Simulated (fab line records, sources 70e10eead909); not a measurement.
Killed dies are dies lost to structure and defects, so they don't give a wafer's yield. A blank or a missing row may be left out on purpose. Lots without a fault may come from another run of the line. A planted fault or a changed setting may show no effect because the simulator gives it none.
fab line records | flow nand_harc | part 1 of 2: steps 1 to 4 of 6
record lots=19 wafers=57 last_day=33
route steps=1302 shown A_STAIRCASE@736
lots that met no fault: from a run of the same line without faults
start_h: hours from the record's first day to the start of the lot's first wafer shown | wait_h: hours since the lot's step before | " the same as in the row above | L1.1+2: a row that stands for several wafers | - no value, or no start given | * or withheld: withheld | < > ~ a bound
route shown NAME@n: a module of which the file shows steps, and the number in the route of the first | usual: mean/standard deviation of fault-free wafers | same: alike in all rows | chamber/n: place in a boat | sites: the reading at each site | _std_site: their standard deviation | _edge_site: outer sites' mean less inner sites' | radius_mm: how far each site lies from the wafer's centre | mask NAME#n: copy n | behind: the tool/chamber that last shaped the wafer | hold: why the lot was held/for how many hours/how that ended | device: the transistor (n, p or np) that didn't switch | end of line: the same wafers' tests at the end of the route | a step without rows: its recipe alone | killed: dies lost to structure and defects at the first sort, not the wafer's yield | map: a wafer's dies, x killed, . not, _ none there
set.NAME: the setting as run; set.NAME@STEP: as run at that earlier step | model.NAME: the simulator's own value behind a step, which no gauge read
steps of the route over a sample of lots; a table a step, a row a wafer
services: from which hour (start_h, from the record's first day; less than 0 if before it) a tool's chamber was out of use, for how many hours, and why
## steps
# step NHARC_A_STAIRCASE_TRIM_222
# recipe time_s=211.2 o2_flow_sccm=500 ar_flow_sccm=0 bias_w=0 chemistry=O2
# usual drypump_motor_current_A=5.7/0.6 o2_flow_sccm=499.9/1.5 oes_product_au=1.001/0.0079 rf_vpp_V=57.7/0.89 showerhead_plenum_p_Torr=3.51/0.16 throttle_valve_pct=17.036/0.0085
# columns lot.wafer tool chamber start_h wait_h drypump_motor_current_A o2_flow_sccm oes_product_au rf_hours_counter_h rf_vpp_V showerhead_plenum_p_Torr throttle_valve_pct
L074.1 rie_diel-12 3 - - 6.3 499.7 1.001 26 59.5 3.73 17.042
L074.3 " 1 " " 4.8 499.7 1.007 21 57.3 3.50 17.043
L074.6 " 0 " " 5.0 497.8 1.003 - 56.7 3.28 17.038
L075.4 rie_diel-09 2 - - 5.7 500.4 0.980 14 57.6 3.59 17.045
L075.3 " 3 " " 6.5 498.4 0.989 16 56.2 3.66 17.049
L075.2 " 0 " " 5.2 501.0 0.995 19 55.9 3.51 17.018
L077.4 rie_diel-09 0 - - 5.2 500.2 1.009 23 56.8 3.51 17.023
L077.1 " 3 " " 6.4 501.1 1.000 21 58.5 3.66 17.040
L077.5 " 1 " " 5.5 499.5 1.017 - 55.9 3.28 17.021
L078.2 rie_diel-13 0 - - 6.4 502.2 1.008 12 58.9 3.37 17.034
L078.3 " 1 " " 5.2 500.5 1.002 11 57.2 3.50 17.029
L078.5 " 3 " " 5.0 501.2 1.014 - 59.1 3.66 17.029
L076.3 rie_diel-09 1 - - 5.5 500.5 0.999 31 55.7 3.28 17.039
L076.2 " 3 " " 6.5 497.2 0.998 30 57.9 3.65 17.035
L076.1 " 0 " " 5.2 498.2 0.992 35 58.8 3.50 17.035
L079.3 rie_diel-13 2 - - 5.8 500.5 0.998 21 55.7 3.37 17.039
L079.2 " 3 " " 5.0 501.1 0.987 26 57.9 3.65 17.033
L079.5 " 2 " " 5.8 501.9 1.003 - 56.9 3.37 17.029
L080.1 rie_diel-13 2 - - 5.8 501.5 1.003 21 56.1 3.37 17.031
L080.2 " 1 " " 5.2 496.7 0.997 24 57.7 3.49 17.029
L080.5 " 2 " " 5.8 500.0 0.997 - 59.3 3.37 17.027
L081.1 rie_diel-13 1 - - 5.2 500.2 1.000 30 57.6 3.49 17.050
L081.2 " 2 " " 5.7 498.6 1.021 27 57.4 3.37 17.027
L081.5 " 1 " " 5.2 501.2 1.005 - 58.4 3.49 17.029
L082.4 rie_diel-09 1 - - 5.5 500.9 1.012 42 57.4 3.27 17.026
L082.1 " 3 " " 6.5 499.9 0.994 38 57.8 3.65 17.038
L082.6 " 2 " " 5.8 499.9 1.001 - 57.8 3.58 17.039
L085.2 rie_diel-13 1 - - 5.2 501.6 0.993 42 57.5 3.48 17.044
L085.5 " 3 " " 5.0 502.2 0.988 - 58.3 3.65 17.029
L085.6 " 0 " " 6.5 499.2 1.000 - 56.1 3.35 17.039
L084.1 rie_diel-12 3 - - 6.4 502.6 0.996 5 58.5 3.71 17.059
L084.4 " 3 " " 6.3 504.9 0.997 - 56.9 3.71 17.039
L084.5 " 1 " " 4.8 499.8 0.997 - 58.9 3.47 17.029
L086.2 rie_diel-09 1 - - 5.5 499.9 1.015 58 57.2 3.26 17.033
L086.4 " 2 " " 5.7 499.4 1.001 52 58.3 3.57 17.028
L086.5 " 2 " " 5.8 497.9 0.999 - 58.1 3.57 17.022
L087.3 rie_diel-13 2 - - 5.7 499.9 1.002 49 57.3 3.36 17.049
L087.4 " 3 " " 5.0 500.0 0.997 55 57.1 3.64 17.020
L087.2 " 1 " " 5.2 500.9 1.002 50 56.3 3.48 17.041
L090.4 rie_diel-13 3 - - 5.0 499.4 0.995 2 58.5 3.63 17.024
L090.5 " 2 " " 5.8 499.8 1.001 - 56.8 3.35 17.030
L090.6 " 3 " " 5.0 499.2 1.000 - 58.2 3.63 17.037
L091.3 rie_diel-12 2 - - 6.4 501.2 1.006 27 58.0 3.35 17.030
L091.4 " 3 " " 6.3 499.2 0.996 25 58.1 3.70 17.028
L091.1 " 0 " " 5.0 501.7 1.010 23 58.7 3.79 17.035
L092.4 rie_diel-12 0 - - 5.0 499.3 1.004 27 57.3 3.79 17.042
L092.2 " 1 " " 4.8 499.8 1.004 32 57.8 3.46 17.035
L092.6 " 3 " " 6.3 501.3 1.011 - 57.4 3.70 17.054
L094.2 rie_diel-12 3 - - 6.3 502.6 0.993 35 59.7 3.69 17.036
L094.6 " 2 " " 6.5 502.4 0.996 - 57.6 3.35 17.028
L094.5 " 3 " " 6.3 500.5 0.994 - 59.9 3.70 17.037
L093.1 rie_diel-12 2 - - 6.5 498.6 1.003 40 56.1 3.35 17.043
L093.5 " 0 " " 5.0 501.8 1.007 - 58.3 3.79 17.041
L093.6 " 1 " " 4.8 498.1 1.000 - 57.3 3.45 17.045
L096.1 rie_diel-09 3 - - 6.5 501.2 1.019 24 58.5 3.62 17.036
L096.5 " 2 " " 5.7 500.6 0.998 - 59.3 3.55 17.039
L096.6 " 3 " " 6.5 499.8 1.009 - 59.2 3.62 17.043
# step NHARC_A_STAIRCASE_ETCH_223
# recipe target_depth_a=1000 time_s=40.5 ion_energy_ev=400 c4f8_flow_sccm=20 o2_flow_sccm=10 ar_flow_sccm=withheld rf_w=600 bias_w=1000 chemistry=C4F8/O2
# usual oes_product_au=0.945/0.0095 rf_fwd_power_W=592.2/2.5 rf_vpp_V=895/5.5
# columns lot.wafer tool chamber start_h wait_h oes_product_au rf_fwd_power_W rf_hours_counter_h rf_vpp_V
L074.1 rie_diel-12 0 - - 0.941 586.1 28 885
L074.3 " 2 " " 0.936 591.1 22 891
L074.6 " 0 " " 0.920 586.7 - 886
L075.2 rie_diel-09 1 - - 0.924 590.9 16 886
L075.4 " 2 " " 0.933 597.3 14 900
L075.3 " 3 " " 0.941 588.8 16 900
L077.1 rie_diel-09 0 - - 0.934 592.5 23 894
L077.4 " 2 " " 0.953 595.9 18 897
L077.5 " 1 " " 0.959 591.6 - 887
L078.3 rie_diel-13 0 - - 0.961 593.8 12 890
L078.2 " 2 " " 0.940 589.3 9 892
L078.5 " 3 " " 0.937 592.9 - 900
L076.2 rie_diel-09 2 - - 0.937 595.4 27 898
L076.3 " 3 " " 0.934 592.9 30 900
L076.1 " 0 " " 0.932 594.3 35 895
L079.2 rie_diel-13 1 - - 0.952 592.3 24 895
L079.3 " 3 " " 0.948 597.2 26 901
L079.5 " 1 " " 0.958 592.6 - 893
L080.2 rie_diel-13 3 - - 0.934 592.0 26 901
L080.1 " 1 " " 0.936 596.7 24 895
L080.5 " 3 " " 0.935 594.0 - 901
L081.2 rie_diel-13 3 - - 0.952 594.7 31 899
L081.1 " 2 " " 0.957 589.4 27 889
L081.5 " 3 " " 0.944 591.3 - 900
L082.4 rie_diel-09 1 - - 0.957 588.8 42 886
L082.1 " 2 " " 0.938 595.5 35 898
L082.6 " 3 " " 0.946 587.5 - 900
L085.2 rie_diel-13 2 - - 0.954 590.8 38 890
L085.6 " 1 " " 0.953 593.1 - 894
L085.5 " 2 " " 0.960 591.3 - 890
L084.1 rie_diel-12 2 - - 0.944 590.1 5 890
L084.4 " 1 " " 0.948 593.3 - 893
L084.5 " 2 " " 0.936 589.7 - 890
L086.4 rie_diel-09 1 - - 0.947 590.2 58 887
L086.2 " 3 " " 0.949 592.4 54 900
L086.5 " 1 " " 0.939 591.9 - 885
L087.2 rie_diel-13 3 - - 0.940 595.2 55 899
L087.4 " 0 " " 0.960 591.6 53 888
L087.3 " 1 " " 0.965 595.6 50 894
L090.4 rie_diel-13 0 - - 0.967 594.4 3 891
L090.6 " 0 " " 0.953 594.8 - 888
L090.5 " 1 " " 0.965 592.5 - 895
L091.4 rie_diel-12 1 - - 0.953 591.8 28 894
L091.3 " 2 " " 0.946 592.2 27 889
L091.1 " 3 " " 0.950 592.8 25 903
L092.4 rie_diel-12 2 - - 0.944 590.4 31 890
L092.2 " 0 " " 0.952 590.8 27 906
L092.6 " 1 " " 0.954 590.9 - 893
L094.2 rie_diel-12 0 - - 0.955 588.9 36 905
L094.6 " 1 " " 0.943 592.5 - 894
L094.5 " 2 " " 0.955 589.6 - 888
L093.1 rie_diel-12 1 - - 0.946 591.9 43 894
L093.5 " 0 " " 0.948 591.5 - 904
L093.6 " 1 " " 0.940 590.1 - 893
L096.1 rie_diel-09 3 - - 0.941 590.6 24 900
L096.5 " 2 " " 0.939 595.0 - 898
L096.6 " 1 " " 0.947 590.2 - 905
# step NHARC_A_STAIRCASE_ETCH_232
# recipe target_depth_a=1000 time_s=40.5 ion_energy_ev=400 c4f8_flow_sccm=20 o2_flow_sccm=10 ar_flow_sccm=withheld rf_w=600 bias_w=1000 chemistry=C4F8/O2
# usual oes_product_au=0.948/0.012 rf_fwd_power_W=592.2/2.9 rf_vpp_V=896/5.6
# columns lot.wafer tool chamber start_h wait_h oes_product_au rf_fwd_power_W rf_hours_counter_h rf_vpp_V
L074.1 rie_diel-13 0 - - 0.957 593.6 4 890
L074.3 " 1 " " 0.958 596.7 2 897
L074.6 " 3 " " 0.965 590.4 - 901
L075.2 rie_diel-13 3 - - 0.949 591.0 8 900
L075.3 " 0 " " 0.955 593.9 8 891
L075.4 " 0 " " 0.970 596.3 - 888
L077.1 rie_diel-09 2 - - 0.941 592.8 19 899
L077.4 " 3 " " 0.947 588.1 21 901
L077.5 " 0 " " 0.937 593.2 - 894
L078.3 rie_diel-13 3 - - 0.957 591.9 13 901
L078.2 " 2 " " 0.946 590.1 10 891
L078.5 " 0 " " 0.968 596.7 - 890
L076.2 rie_diel-09 1 - - 0.942 592.6 32 886
L076.3 " 2 " " 0.935 595.5 27 898
L076.1 " 0 " " 0.939 586.4 35 895
L079.3 rie_diel-09 0 - - 0.945 589.1 36 895
L079.2 " 1 " " 0.960 590.2 33 886
L079.5 " 3 " " 0.966 588.5 - 901
L080.1 rie_diel-09 3 - - 0.944 588.8 32 902
L080.2 " 2 " " 0.945 598.7 28 898
L080.5 " 1 " " 0.953 589.4 - 889
L081.2 rie_diel-13 1 - - 0.933 592.2 30 894
L081.1 " 2 " " 0.954 593.4 28 890
L081.5 " 3 " " 0.937 593.2 - 901
L082.1 rie_diel-09 0 - - 0.942 592.8 44 895
L082.4 " 1 " " 0.954 588.9 42 885
L082.6 " 0 " " 0.925 594.3 - 895
L085.2 rie_diel-09 2 - - 0.943 596.9 45 898
L085.6 " 3 " " 0.948 588.6 - 899
L085.5 " 0 " " 0.961 591.5 - 894
L084.4 rie_diel-13 2 - - 0.980 592.7 38 889
L084.1 " 3 " " 0.945 591.9 41 900
L084.5 " 2 " " 0.968 592.1 - 891
L086.4 rie_diel-09 0 - - 0.943 593.8 60 895
L086.2 " 2 " " 0.941 596.0 52 899
L086.5 " 0 " " 0.947 590.4 - 894
L087.3 rie_diel-12 3 - - 0.941 587.6 12 904
L087.2 " 0 " " 0.968 588.9 10 907
L087.4 " 1 " " 0.967 592.2 13 895
L090.4 rie_diel-13 1 - - 0.933 593.8 3 893
L090.6 " 0 " " 0.923 591.1 - 889
L090.5 " 1 " " 0.928 593.9 - 894
L091.4 rie_diel-12 1 - - 0.926 593.7 28 893
L091.3 " 2 " " 0.928 586.9 28 890
L091.1 " 3 " " 0.927 595.3 26 902
L092.4 rie_diel-09 2 - - 0.961 595.9 11 898
L092.2 " 0 " " 0.945 594.3 16 895
L092.6 " 2 " " 0.950 597.3 - 899
L094.2 rie_diel-12 2 - - 0.941 587.6 38 891
L094.5 " 1 " " 0.949 592.4 - 892
L094.6 " 2 " " 0.943 590.0 - 889
L093.1 rie_diel-13 1 - - 0.948 591.6 19 894
L093.5 " 2 " " 0.939 590.2 - 889
L093.6 " 3 " " 0.942 598.7 - 898
L096.1 rie_diel-12 0 - - 0.937 589.2 40 906
L096.5 " 2 " " 0.936 590.0 - 890
L096.6 " 1 " " 0.944 592.4 - 894
# step NHARC_A_STAIRCASE_TRIM_233
# recipe time_s=211.2 o2_flow_sccm=500 ar_flow_sccm=0 bias_w=0 chemistry=O2
# usual drypump_motor_current_A=5.7/0.59 o2_flow_sccm=499.9/1.5 oes_product_au=1.000/0.0073 rf_vpp_V=57.8/0.86 showerhead_plenum_p_Torr=3.53/0.15 throttle_valve_pct=17.036/0.0084
# columns lot.wafer tool chamber start_h wait_h drypump_motor_current_A o2_flow_sccm oes_product_au rf_hours_counter_h rf_vpp_V showerhead_plenum_p_Torr throttle_valve_pct
L074.3 rie_diel-13 3 - - 5.0 497.1 1.003 4 56.6 3.67 17.045
L074.1 " 0 " " 6.5 499.0 1.014 4 57.4 3.37 17.025
L074.6 " 2 " " 5.7 501.0 1.009 - 58.6 3.38 17.034
L075.2 rie_diel-13 1 - - 5.2 500.6 1.001 6 57.3 3.50 17.038
L075.3 " 3 " " 5.0 501.1 1.007 8 58.1 3.66 17.035
L075.4 " 3 " " 5.0 500.6 0.990 - 58.0 3.66 17.049
L077.1 rie_diel-09 1 - - 5.5 499.3 1.013 21 57.4 3.28 17.034
L077.4 " 2 " " 5.7 501.3 1.003 19 56.9 3.58 17.041
L077.5 " 1 " " 5.5 498.9 1.013 - 58.0 3.28 17.034
L078.2 rie_diel-13 3 - - 5.0 498.8 1.004 13 57.1 3.66 17.038
L078.3 " 0 " " 6.5 498.0 1.003 13 57.5 3.37 17.023
L078.5 " 2 " " 5.8 501.0 1.011 - 57.2 3.38 17.043
L076.2 rie_diel-09 2 - - 5.7 500.1 0.994 27 58.9 3.58 17.046
L076.3 " 3 " " 6.5 498.0 0.995 31 58.3 3.65 17.036
L076.1 " 0 " " 5.2 500.1 0.995 35 57.4 3.50 17.038
L079.3 rie_diel-09 1 - - 5.5 499.1 1.005 33 58.4 3.28 17.028
L079.2 " 2 " " 5.8 500.5 0.999 28 58.3 3.58 17.049
L079.5 " 2 " " 5.8 501.3 0.997 - 58.1 3.58 17.023
L080.1 rie_diel-09 1 - - 5.5 500.0 1.001 33 56.5 3.28 17.043
L080.2 " 2 " " 5.8 501.8 0.990 29 57.6 3.58 17.034
L080.5 " 2 " " 5.8 498.8 1.000 - 57.0 3.58 17.027
L081.2 rie_diel-13 1 - - 5.2 500.7 0.992 30 58.1 3.49 17.031
L081.1 " 0 " " 6.5 501.2 1.001 32 56.7 3.36 17.048
L081.5 " 1 " " 5.2 499.5 0.990 - 58.2 3.49 17.029
L082.1 rie_diel-09 0 - - 5.2 499.2 0.994 44 59.1 3.50 17.035
L082.4 " 1 " " 5.5 501.3 1.006 42 57.0 3.27 17.036
L082.6 " 0 " " 5.2 500.5 1.004 - 57.1 3.50 17.030
L085.2 rie_diel-09 0 - - 5.2 502.4 0.996 55 58.3 3.49 17.036
L085.6 " 3 " " 6.5 500.8 1.005 - 57.5 3.64 17.037
L085.5 " 0 " " 5.2 499.8 1.002 - 56.3 3.49 17.028
L084.1 rie_diel-13 1 - - 5.2 503.3 1.012 42 56.2 3.48 17.040
L084.4 " 2 " " 5.7 500.2 1.012 38 56.8 3.36 17.031
L084.5 " 3 " " 5.0 500.2 1.003 - 58.7 3.65 17.045
L086.2 rie_diel-09 3 - - 6.5 498.7 0.994 54 57.6 3.64 17.039
L086.4 " 2 " " 5.8 499.9 0.995 52 57.8 3.57 17.036
L086.5 " 3 " " 6.5 496.5 0.998 - 58.7 3.64 17.048
L087.4 rie_diel-12 3 - - 6.3 497.4 0.998 12 57.4 3.71 17.039
L087.2 " 0 " " 5.0 498.8 1.000 10 58.3 3.80 17.037
L087.3 " 2 " " 6.4 499.5 0.993 12 57.8 3.36 17.052
L090.4 rie_diel-13 1 - - 5.2 498.5 0.997 3 57.7 3.47 17.020
L090.6 " 2 " " 5.8 501.1 1.000 - 58.3 3.35 17.033
L090.5 " 3 " " 5.0 499.7 0.995 - 58.9 3.63 17.031
L091.3 rie_diel-12 3 - - 6.3 499.4 0.993 26 56.5 3.70 17.038
L091.4 " 1 " " 4.8 497.0 1.010 29 57.4 3.46 17.035
L091.1 " 2 " " 6.5 502.0 0.997 28 55.9 3.35 17.045
L092.2 rie_diel-09 0 - - 5.2 503.0 0.995 16 57.9 3.48 17.021
L092.4 " 1 " " 5.5 503.6 1.003 15 57.1 3.80 17.036
L092.6 " 3 " " 6.5 498.9 1.016 - 58.0 3.63 17.041
L094.2 rie_diel-12 2 - - 6.4 501.9 1.005 38 56.3 3.35 17.029
L094.6 " 2 " " 6.4 497.8 1.008 - 57.1 3.35 17.044
L094.5 " 3 " " 6.3 502.5 1.006 - 59.0 3.69 17.033
L093.1 rie_diel-13 1 - - 5.2 499.5 0.991 19 59.6 3.46 17.042
L093.5 " 0 " " 6.5 501.0 0.988 - 57.8 3.33 17.027
L093.6 " 1 " " 5.2 500.3 0.994 - 60.0 3.46 17.048
L096.1 rie_diel-12 2 - - 6.4 499.9 0.996 42 57.4 3.35 17.045
L096.6 " 1 " " 4.8 500.4 1.004 - 57.5 3.45 17.042
L096.5 " 2 " " 6.4 502.1 0.987 - 57.0 3.35 17.042
